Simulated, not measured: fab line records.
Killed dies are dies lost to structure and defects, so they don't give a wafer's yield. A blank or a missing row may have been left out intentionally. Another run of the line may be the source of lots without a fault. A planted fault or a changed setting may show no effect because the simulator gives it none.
fab line records ; flow nand-harc ; part 2 of 2: steps 19 to 24 of 24
[record] lots = 5; wafers = 15; last-day = 33
route steps=1302 shown A_CHANNEL_HOLE_D2@575
lots that met no fault: from a run of the same line without faults
start-h: start of the lot's first displayed wafer, in hours after the record's first day ; wait-h: hours elapsed since this lot's preceding step ; " as in the row above ; L1.1+2: a single row standing in for several wafers ; - either no value or no given start ; * or withheld: withheld ; < > ~ a bound
route shown NAME@n: NAME is a module with steps in the file, n the number in the route of the first one ; usual: the fault-free wafers' mean and standard deviation ; same: alike in all rows ; chamber/n: place in a boat ; sites: readings site by site ; _std_site: the values' standard deviation ; _edge_site: mean of outer sites minus mean of inner sites ; radius-mm: for every site, how far away it sits from the centre of the wafer ; mask NAME#n: copy n ; behind: the tool/chamber that last shaped the wafer ; hold: why the lot went on hold/how many hours it stayed there/how the hold came to an end ; device: names the non-switching transistor (n, p or np) ; end of line: the same wafers' tests at the end of the route ; step lacking rows: just its recipe ; killed: not the wafer's yield, but the dies lost to structure and defects at the first sort ; map: dies across one wafer; x = killed, . = not, _ = none there
set.NAME: setting as actually run; set.NAME@STEP: the setting as run at that earlier step ; model.NAME: the simulator's own value behind a step, which no gauge read
lots seen at some steps along the route; tables by step, rows by wafer
services: from which hour (start-h, from the record's first day; less than 0 if before it) a tool's chamber was out of use, for how many hours, and why
[[steps]]
[step NHARC_A_CHANNEL_HOLE_D2_ETCH_21]
[recipe] bias-v = 3000; source-w = withheld; pressure-mtorr = 20; time-s = 514.3; ar-flow-sccm = 375; c4f8-flow-sccm = 89.3; o2-flow-sccm = 35.7; temp-c = -20; target-depth-a = 16000; chemistry = C4F8/O2/Ar
[usual] drypump-motor-current-A = 6.0/0.35; showerhead-plenum-p-Torr = 3.68/0.15; throttle-valve-pct = 32.155/0.0081
lot.wafer;tool;chamber;start-h;wait-h;drypump-motor-current-A;rf-hours-counter-h;showerhead-plenum-p-Torr;throttle-valve-pct
L076.2;har-etch-01;1;323.42;0.3;6.1;165;3.69;32.158
L076.3;har-etch-01;0;323.42;0.3;6.4;-;3.57;32.149
L076.6;har-etch-01;1;323.42;0.3;6.1;-;3.69;32.152
L089.4;har-etch-02;1;447.98;0.3;5.7;-;3.92;32.155
L089.3;har-etch-02;0;447.98;0.3;5.5;-;3.92;32.158
L089.5;har-etch-02;1;447.98;0.3;5.7;-;3.92;32.155
L091.1;har-etch-01;1;468.00;0.3;6.1;257;3.64;32.157
L091.5;har-etch-01;1;468.00;0.3;6.1;-;3.64;32.152
L091.6;har-etch-01;0;468.00;0.3;6.4;-;3.52;32.152
L093.2;har-etch-02;0;498.75;0.3;5.5;54;3.90;32.162
L093.5;har-etch-02;0;498.75;0.3;5.5;-;3.90;32.155
L093.6;har-etch-02;1;498.75;0.3;5.7;-;3.90;32.149
L097.1;har-etch-02;1;524.10;0.3;5.8;73;3.89;32.155
L097.6;har-etch-02;0;524.10;0.3;5.5;-;3.89;32.153
L097.5;har-etch-02;1;524.10;0.3;5.7;-;3.89;32.171
[step NHARC_A_CHANNEL_HOLE_D2_ETCH_22]
[recipe] bias-v = 3000; source-w = withheld; pressure-mtorr = 20; time-s = 666.7; ar-flow-sccm = 375; c4f8-flow-sccm = 89.3; o2-flow-sccm = 35.7; temp-c = -20; target-depth-a = 16000; chemistry = C4F8/O2/Ar
[usual] drypump-motor-current-A = 6.0/0.35; showerhead-plenum-p-Torr = 3.68/0.15; throttle-valve-pct = 32.154/0.0099
lot.wafer;tool;chamber;start-h;wait-h;drypump-motor-current-A;rf-hours-counter-h;showerhead-plenum-p-Torr;throttle-valve-pct
L076.2;har-etch-01;1;323.85;0.4;6.1;166;3.69;32.166
L076.3;har-etch-01;0;323.85;0.4;6.4;-;3.57;32.155
L076.6;har-etch-01;1;323.85;0.4;6.1;-;3.69;32.149
L089.4;har-etch-02;1;448.46;0.4;5.8;-;3.92;32.161
L089.3;har-etch-02;0;448.46;0.4;5.5;-;3.92;32.141
L089.5;har-etch-02;1;448.46;0.4;5.7;-;3.92;32.160
L091.1;har-etch-01;1;468.44;0.4;6.1;257;3.64;32.141
L091.5;har-etch-01;1;468.44;0.4;6.1;-;3.64;32.151
L091.6;har-etch-01;0;468.44;0.4;6.4;-;3.52;32.157
L093.2;har-etch-02;0;499.19;0.4;5.5;54;3.90;32.170
L093.5;har-etch-02;0;499.19;0.4;5.5;-;3.90;32.141
L093.6;har-etch-02;1;499.19;0.4;5.8;-;3.90;32.155
L097.1;har-etch-02;1;524.57;0.4;5.7;73;3.89;32.163
L097.6;har-etch-02;0;524.57;0.4;5.5;-;3.89;32.155
L097.5;har-etch-02;1;524.57;0.4;5.7;-;3.89;32.170
[step NHARC_A_CHANNEL_HOLE_D2_ETCH_23]
[recipe] bias-v = 5000; source-w = withheld; pressure-mtorr = 20; time-s = 819; ar-flow-sccm = 375; c4f8-flow-sccm = 89.3; o2-flow-sccm = 35.7; temp-c = -20; target-depth-a = 16000; chemistry = C4F8/O2/Ar
[usual] drypump-motor-current-A = 5.9/0.35; showerhead-plenum-p-Torr = 3.68/0.15; throttle-valve-pct = 32.155/0.01
lot.wafer;tool;chamber;start-h;wait-h;drypump-motor-current-A;rf-hours-counter-h;showerhead-plenum-p-Torr;throttle-valve-pct
L076.2;har-etch-01;1;324.40;0.5;6.1;166;3.69;32.165
L076.3;har-etch-01;0;324.40;0.5;6.4;-;3.57;32.160
L076.6;har-etch-01;1;324.40;0.5;6.1;-;3.69;32.147
L089.4;har-etch-02;1;449.07;0.5;5.8;-;3.92;32.164
L089.3;har-etch-02;0;449.07;0.5;5.5;-;3.92;32.155
L089.5;har-etch-02;1;449.07;0.5;5.8;-;3.92;32.160
L091.1;har-etch-01;1;469.01;0.5;6.1;258;3.64;32.171
L091.5;har-etch-01;1;469.01;0.5;6.1;-;3.64;32.169
L091.6;har-etch-01;0;469.01;0.5;6.4;-;3.52;32.132
L093.2;har-etch-02;0;499.77;0.5;5.5;55;3.90;32.153
L093.5;har-etch-02;0;499.77;0.5;5.5;-;3.90;32.155
L093.6;har-etch-02;1;499.77;0.5;5.7;-;3.90;32.137
L097.1;har-etch-02;1;525.16;0.5;5.8;74;3.89;32.143
L097.6;har-etch-02;0;525.16;0.5;5.5;-;3.89;32.157
L097.5;har-etch-02;1;525.16;0.5;5.7;-;3.89;32.161
[step NHARC_A_CHANNEL_HOLE_D2_ETCH_24]
[recipe] bias-v = 5000; source-w = withheld; pressure-mtorr = 20; time-s = 906.2; ar-flow-sccm = 375; c4f8-flow-sccm = 93.8; o2-flow-sccm = 31.2; temp-c = -20; target-depth-a = 15000; chemistry = C4F8/O2/Ar
[usual] drypump-motor-current-A = 6.0/0.34; showerhead-plenum-p-Torr = 3.68/0.15; throttle-valve-pct = 32.236/0.0096
lot.wafer;tool;chamber;start-h;wait-h;drypump-motor-current-A;rf-hours-counter-h;showerhead-plenum-p-Torr;throttle-valve-pct
L076.2;har-etch-01;1;325.10;0.6;6.1;167;3.69;32.240
L076.3;har-etch-01;0;325.10;0.6;6.4;-;3.57;32.242
L076.6;har-etch-01;1;325.10;0.6;6.1;-;3.69;32.233
L089.4;har-etch-02;1;449.79;0.6;5.7;-;3.91;32.241
L089.3;har-etch-02;0;449.79;0.6;5.5;-;3.91;32.225
L089.5;har-etch-02;1;449.79;0.6;5.8;-;3.91;32.222
L091.1;har-etch-01;1;469.71;0.6;6.1;259;3.64;32.235
L091.5;har-etch-01;1;469.71;0.6;6.1;-;3.64;32.231
L091.6;har-etch-01;0;469.71;0.6;6.5;-;3.52;32.241
L093.2;har-etch-02;0;500.47;0.6;5.5;55;3.90;32.225
L093.5;har-etch-02;0;500.47;0.6;5.5;-;3.90;32.243
L093.6;har-etch-02;1;500.47;0.6;5.7;-;3.90;32.236
L097.1;har-etch-02;1;525.87;0.6;5.8;74;3.89;32.225
L097.6;har-etch-02;0;525.87;0.6;5.5;-;3.89;32.240
L097.5;har-etch-02;1;525.87;0.6;5.8;-;3.89;32.232
[step NHARC_A_CHANNEL_HOLE_D2_ETCH_25]
[recipe] bias-v = 5000; source-w = withheld; pressure-mtorr = 20; time-s = 1040.2; ar-flow-sccm = 375; c4f8-flow-sccm = 93.8; o2-flow-sccm = 31.2; temp-c = -20; target-depth-a = 15000; chemistry = C4F8/O2/Ar
[usual] drypump-motor-current-A = 5.9/0.35; showerhead-plenum-p-Torr = 3.68/0.15; throttle-valve-pct = 32.236/0.0091
lot.wafer;tool;chamber;start-h;wait-h;drypump-motor-current-A;rf-hours-counter-h;showerhead-plenum-p-Torr;throttle-valve-pct
L076.2;har-etch-01;1;325.86;0.6;6.1;168;3.69;32.233
L076.3;har-etch-01;0;325.86;0.6;6.5;-;3.57;32.246
L076.6;har-etch-01;1;325.86;0.6;6.1;-;3.69;32.229
L089.4;har-etch-02;1;450.59;0.7;5.7;-;3.91;32.239
L089.3;har-etch-02;0;450.59;0.7;5.5;-;3.91;32.231
L089.5;har-etch-02;1;450.59;0.7;5.7;-;3.91;32.236
L091.1;har-etch-01;1;470.48;0.6;6.1;259;3.64;32.213
L091.5;har-etch-01;1;470.48;0.6;6.1;-;3.64;32.235
L091.6;har-etch-01;0;470.48;0.6;6.4;-;3.52;32.234
L093.2;har-etch-02;0;501.23;0.6;5.5;56;3.90;32.231
L093.5;har-etch-02;0;501.23;0.6;5.5;-;3.90;32.234
L093.6;har-etch-02;1;501.23;0.6;5.8;-;3.90;32.250
L097.1;har-etch-02;1;526.66;0.7;5.7;75;3.89;32.241
L097.6;har-etch-02;0;526.66;0.7;5.5;-;3.89;32.238
L097.5;har-etch-02;1;526.66;0.7;5.7;-;3.89;32.232
[step NHARC_A_CHANNEL_HOLE_D2_ETCH_26]
[recipe] bias-v = 300; source-w = 2000; pressure-mtorr = 30; time-s = 224.1; ar-flow-sccm = 375; c4f8-flow-sccm = 11.4; o2-flow-sccm = 113.6; temp-c = -20; target-depth-a = 3000; chemistry = C4F8/O2/Ar
[usual] drypump-motor-current-A = 5.9/0.35; showerhead-plenum-p-Torr = 3.73/0.16; throttle-valve-pct = 24.586/0.0083
lot.wafer;tool;chamber;start-h;wait-h;drypump-motor-current-A;rf-hours-counter-h;showerhead-plenum-p-Torr;throttle-valve-pct
L076.2;har-etch-01;1;326.75;0.7;6.1;168;3.74;24.581
L076.3;har-etch-01;0;326.75;0.7;6.4;-;3.61;24.582
L076.6;har-etch-01;1;326.75;0.7;6.1;-;3.74;24.568
L089.4;har-etch-02;1;451.24;0.5;5.7;-;3.97;24.592
L089.3;har-etch-02;0;451.24;0.5;5.5;-;3.97;24.580
L089.5;har-etch-02;1;451.24;0.5;5.7;-;3.97;24.574
L091.1;har-etch-01;1;471.36;0.7;6.1;260;3.68;24.580
L091.5;har-etch-01;1;471.36;0.7;6.1;-;3.68;24.587
L091.6;har-etch-01;0;471.36;0.7;6.4;-;3.56;24.601
L093.2;har-etch-02;0;502.10;0.7;5.5;57;3.96;24.584
L093.5;har-etch-02;0;502.10;0.7;5.5;-;3.96;24.599
L093.6;har-etch-02;1;502.10;0.7;5.7;-;3.96;24.601
L097.1;har-etch-02;1;527.43;0.6;5.8;76;3.95;24.583
L097.6;har-etch-02;0;527.43;0.6;5.5;-;3.95;24.592
L097.5;har-etch-02;1;527.43;0.6;5.7;-;3.95;24.587
[[services]]
tool;chamber;start-h;hours;kind
arfi-scanner-02;-;312.00;4.0;pm
arfi-scanner-03;-;322.38;1.1;repair
litho-track-01;-;330.01;7.0;pm
rie-diel-02;0;330.81;4.1;repair
rie-diel-02;2;340.72;6.1;repair
litho-track-06;-;354.00;7.0;pm
rie-diel-02;2;356.16;4.3;repair
rie-diel-12;2;365.85;7.4;repair
arfi-scanner-03;-;368.00;4.0;pm
litho-track-04;-;378.00;7.0;pm
har-etch-02;-;379.51;17.0;pm
arfi-scanner-03;-;387.70;1.2;repair
rie-diel-02;-;393.70;9.0;pm
har-etch-02;-;429.97;2.9;repair
arfi-scanner-02;-;440.99;1.0;repair
rie-diel-02;-;442.00;0.7;repair
rie-diel-12;-;445.52;9.0;pm
rie-diel-02;3;448.43;31.0;repair
arfi-scanner-02;-;453.42;0.9;repair
arfi-scanner-03;-;454.27;1.1;repair
rie-diel-12;-;480.03;0.7;repair
arfi-scanner-02;-;484.00;4.0;pm
arfi-scanner-02;-;491.96;0.5;repair
litho-track-01;-;505.01;7.0;pm
